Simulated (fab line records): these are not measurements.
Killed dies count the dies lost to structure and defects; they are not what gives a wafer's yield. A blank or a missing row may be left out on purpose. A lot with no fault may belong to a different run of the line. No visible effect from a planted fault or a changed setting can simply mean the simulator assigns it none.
Chamber matching    flow n5 finfet    rie diel-06 running N5_BEOL_M5_STRIP_36: 4 sister chambers
The step strips in N2/H2. 4 wafers are shown with their chamber, then 10 later ones without.

## EACH WAFER AND ITS CHAMBER
wafer   chamber  drypump motor current A (A)
L084.1  0        5.9
L087.6  3        5.5
L090.2  2        5.2
L090.4  1        5.5

## WAFERS MISSING THEIR CHAMBER
wafer   drypump motor current A (A)
L090.6  5.5
L093.1  5.9
L093.2  5.5
L093.5  5.5
L092.2  5.2
L092.4  5.5
L092.6  5.8
L096.1  5.9
L096.2  5.2
L096.3  5.4

## WHICH CHAMBER EACH WENT THROUGH
wafer   from the rows above      in truth
L090.6  can't be placed: 1 or 3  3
L093.1  0                        0
L093.2  can't be placed: 1 or 3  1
L093.5  can't be placed: 1 or 3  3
L092.2  2                        2
L092.4  can't be placed: 1 or 3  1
L092.6  0                        0
L096.1  0                        0
L096.2  2                        2
L096.3  can't be placed: 1 or 3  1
5 of 10 placed correctly. Unplaceable from these rows: 5, with the true chamber sitting among the candidates in 5. 0 placed wrongly.
How it was worked out, from the rows above alone: a wafer's distance from a chamber is the root of the sum, over the readings, of the square of ((its reading less the chamber's mean) divided by the reading's scatter). The wafer belongs to the nearest chamber; if the next one is less than 2 further off, it can't be placed. Each chamber's mean is taken over the wafers shown for it. The scatter: root of mean squared gap, hidden wafer to nearest shown wafer, with one shown wafer a chamber.
